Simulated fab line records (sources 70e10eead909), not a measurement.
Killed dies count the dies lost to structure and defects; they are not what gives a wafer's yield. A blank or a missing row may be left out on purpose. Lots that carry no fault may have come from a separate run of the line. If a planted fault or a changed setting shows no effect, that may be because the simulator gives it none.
What tool caused it?    flow nandHarc    15 lots with 42 wafers sampled at 5 steps, on a route of 1159 steps

WHAT EACH GAUGE READ, for each wafer
NHARC_END_SORT_01.
lot   measured      on         killedAtArray  killedAtOther  killedAtPeriphery  killedDies  killedOpen  killedShort
L421  day 21 02:32  prober-01  15 19 9        0 0 2          2 1 2              17 20 13    4 4 3       2 3 2
L430  day 23 19:52  prober-02  38 35          0 1            1 1                39 37       0 1         1 3
L435  day 24 11:28  prober-02  28 43 19       1 1 0          5 2 4              34 46 23    4 4 5       2 4 1
L437  day 25 09:22  prober-02  20 26 17       3 1 0          0 1 2              23 28 19    0 2 2       1 4 3

WHICH TOOL RAN EACH LOT (tool, then ch and the chambers of the sampled wafers, then the start)
lot   NHARC_A_SGD_CUT_ETCH_16                       NHARC_A_SLIT_DEP_23              NHARC_A_SLIT_SOFTBAKE_04          NHARC_A_SLIT_ETCH_17
L414  rieDiel-12 ch 0,1,3, day 13 23:06 or earlier  pecvd-02 ch 0,1,2, day 13 23:06  lithoTrack-04 ch 0, day 13 23:00  harEtch-02 ch 0,1, day 14 02:17
L416  rieDiel-13 ch 0,2,3, day 14 17:40 or earlier  pecvd-02 ch 0,2, day 14 17:40    lithoTrack-04 ch 0, day 14 17:00  harEtch-02 ch 0,1, day 14 19:11
L419  rieDiel-12 ch 0,3, day 14 18:22 or earlier    pecvd-01 ch 1,2, day 14 18:22    lithoTrack-06 ch 0, day 14 18:00  harEtch-02 ch 0,1, day 14 22:33
L417  rieDiel-13 ch 1,2,3, day 14 17:47 or earlier  pecvd-04 ch 0,1,2, day 14 17:47  lithoTrack-01 ch 0, day 14 18:00  harEtch-02 ch 0,1, day 14 20:53
L415  rieDiel-12 ch 2,3, day 14 19:44 or earlier    pecvd-04 ch 0,1,2, day 14 19:44  lithoTrack-06 ch 0, day 14 19:00  harEtch-01 ch 0,1, day 14 23:20
L418  rieDiel-12 ch 0,2, day 14 20:11               pecvd-04 ch 0,2, day 15 04:41    lithoTrack-06 ch 0, day 15 04:00  harEtch-02 ch 0,1, day 15 06:20
L421  rieDiel-12 ch 0,1,2, day 16 09:25 or earlier  pecvd-04 ch 0,1,2, day 16 09:25  lithoTrack-04 ch 0, day 16 09:00  harEtch-01 ch 0,1, day 16 12:26
L426  rieDiel-02 ch 1,2, day 17 11:09 or earlier    pecvd-02 ch 0,1, day 17 11:09    lithoTrack-01 ch 0, day 17 11:00  harEtch-01 ch 0,1, day 17 13:59
L429  rieDiel-02 ch 0,2, day 18 15:03 or earlier    pecvd-04 ch 0,1, day 18 15:03    lithoTrack-01 ch 0, day 18 15:00  harEtch-02 ch 0,1, day 18 16:35
L433  rieDiel-02 ch 0,1, day 19 00:13 or earlier    pecvd-02 ch 0,1, day 19 00:13    lithoTrack-04 ch 0, day 19 00:00  harEtch-02 ch 0,1, day 19 02:06
L430  rieDiel-13 ch 1,3, day 19 02:12 or earlier    pecvd-01 ch 1,2, day 19 02:12    lithoTrack-01 ch 0, day 19 02:00  harEtch-02 ch 1, day 19 03:51
L434  rieDiel-02 ch 0,2, day 19 07:02 or earlier    pecvd-01 ch 0,1, day 19 07:02    lithoTrack-04 ch 0, day 19 07:00  harEtch-02 ch 0,1, day 19 11:22
L435  rieDiel-12 ch 0,1,3, day 19 05:56 or earlier  pecvd-04 ch 0,2, day 19 05:56    lithoTrack-06 ch 0, day 19 06:00  harEtch-02 ch 0,1, day 19 09:56
L437  rieDiel-13 ch 1,2,3, day 19 20:23 or earlier  pecvd-01 ch 1,2, day 19 20:23    lithoTrack-04 ch 0, day 19 20:00  harEtch-01 ch 0,1, day 19 22:13
L436  rieDiel-12 ch 0,2, day 19 21:41 or earlier    pecvd-02 ch 1,2, day 19 21:41    lithoTrack-04 ch 0, day 19 21:00  harEtch-02 ch 0, day 19 23:30
- NHARC_A_SGD_CUT_ETCH_16: etches the open film in C4F8/O2/Ar, target depth 310.5 nm, time 155.2 s.
- NHARC_A_SLIT_DEP_23: deposits SiON, target thk 100 nm.
- NHARC_A_SLIT_SOFTBAKE_04: time 55 s.
- NHARC_A_SLIT_ETCH_17: etches the open film in C4F8/O2/Ar, time 1687.5 s, target depth 10100 nm.

WHAT THE TOOLS THEMSELVES READ (means of the sampled wafers that have a number; where no wafer has one, the mark that the record gives instead)
NHARC_A_SGD_CUT_ETCH_16.
lot   tool        oesProductAu (a.u.)  rfVppV (V)
L414  rieDiel-12  0.979                726
L416  rieDiel-13  0.980                725
L419  rieDiel-12  0.987                723
L417  rieDiel-13  0.970                724
L415  rieDiel-12  0.985                724
L418  rieDiel-12  0.976                728
L421  rieDiel-12  0.955                728
L426  rieDiel-02  0.950                723
L429  rieDiel-02  0.951                718
L433  rieDiel-02  0.979                725
L430  rieDiel-13  0.978                724
L434  rieDiel-02  0.967                719
L435  rieDiel-12  0.981                727
L437  rieDiel-13  0.972                724
L436  rieDiel-12  0.961                729

NHARC_A_SLIT_DEP_23.
lot   tool      heaterPowerW (W)
L414  pecvd-02  822
L416  pecvd-02  850
L419  pecvd-01  818
L417  pecvd-04  778
L415  pecvd-04  759
L418  pecvd-04  708
L421  pecvd-04  718
L426  pecvd-02  842
L429  pecvd-04  682
L433  pecvd-02  838
L430  pecvd-01  824
L434  pecvd-01  790
L435  pecvd-04  758
L437  pecvd-01  776
L436  pecvd-02  759

NHARC_A_SLIT_SOFTBAKE_04.
lot   tool           heaterPowerTotalW (W)
L414  lithoTrack-04  188.49
L416  lithoTrack-04  188.46
L419  lithoTrack-06  188.55
L417  lithoTrack-01  188.35
L415  lithoTrack-06  188.38
L418  lithoTrack-06  188.43
L421  lithoTrack-04  188.37
L426  lithoTrack-01  192.74
L429  lithoTrack-01  192.70
L433  lithoTrack-04  188.36
L430  lithoTrack-01  192.81
L434  lithoTrack-04  188.36
L435  lithoTrack-06  188.43
L437  lithoTrack-04  188.37
L436  lithoTrack-04  188.34

NHARC_A_SLIT_ETCH_17.
lot   tool        drypumpMotorCurrentA (A)  showerheadPlenumPTorr (Torr)  throttleValvePct (%)
L414  harEtch-02  5.7                       3.78                          32.047
L416  harEtch-02  5.5                       3.70                          32.042
L419  harEtch-02  5.8                       3.77                          32.045
L417  harEtch-02  5.5                       3.70                          32.046
L415  harEtch-01  5.2                       3.79                          32.057
L418  harEtch-02  5.5                       3.70                          32.044
L421  harEtch-01  5.5                       3.79                          32.042
L426  harEtch-01  5.3                       3.78                          32.060
L429  harEtch-02  5.7                       3.71                          32.041
L433  harEtch-02  5.5                       3.68                          32.036
L430  harEtch-02  5.3                       3.61                          32.058
L434  harEtch-02  5.5                       3.68                          32.048
L435  harEtch-02  5.8                       3.75                          32.051
L437  harEtch-01  5.6                       3.76                          32.062
L436  harEtch-02  6.0                       3.81                          32.061

THE ANSWER, worked out from the rows above alone
Rule: the lots themselves supply what counts as usual. Put in order of their means at a reading, lots are off if they are a third of the lots or fewer, leave a main group of 4 or more, and stand apart from it by a gap of 3 or more times the standard deviation of the main group's means; of several such gaps the widest counts. The tables above print the reading to a certain number of digits; a main group whose means all agree to those digits is not used. A lot without any number at a reading at which 4 lots or more have one is off too. Any other lot the step has rows for is counted as sound. After the gauges, taken in route order, come the tools' own readings; for these a lot's mean is taken, as printed above. At the first step where some lot is off, the reading lying furthest off is the one used; lots without a number count as furthest.
Off: L426, L429, L430 (NHARC_A_SLIT_SOFTBAKE_04, heaterPowerTotalW). Mean 188.41 W and standard deviation 0.062 in the main group.
A tool fits if, at that step or a process step before it, it ran every lot that is off, and no sound lot after the first of them. NHARC_A_SGD_CUT_ETCH_16 gives no start for some lots, so the hours and the order of its lots are those of NHARC_A_SLIT_DEP_23. One fits: NHARC_A_SLIT_SOFTBAKE_04 on lithoTrack-01. Its last sound lot is L417 (day 14 18:00), its first lot that is off L426 (day 17 11:00): a fault that began between those two fits.
The tool's own readings at NHARC_A_SLIT_SOFTBAKE_04 bear it out: on the lots that are off they differ by more than 5 times the standard deviation of the sound lots' means. heaterPowerTotalW reads 192.75 W there against 188.41 W on the sound lots.

WHAT THE SIMULATOR PUT IN
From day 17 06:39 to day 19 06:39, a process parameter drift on lithoTrack-01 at NHARC_A_SLIT_SOFTBAKE_04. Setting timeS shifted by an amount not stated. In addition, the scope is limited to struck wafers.
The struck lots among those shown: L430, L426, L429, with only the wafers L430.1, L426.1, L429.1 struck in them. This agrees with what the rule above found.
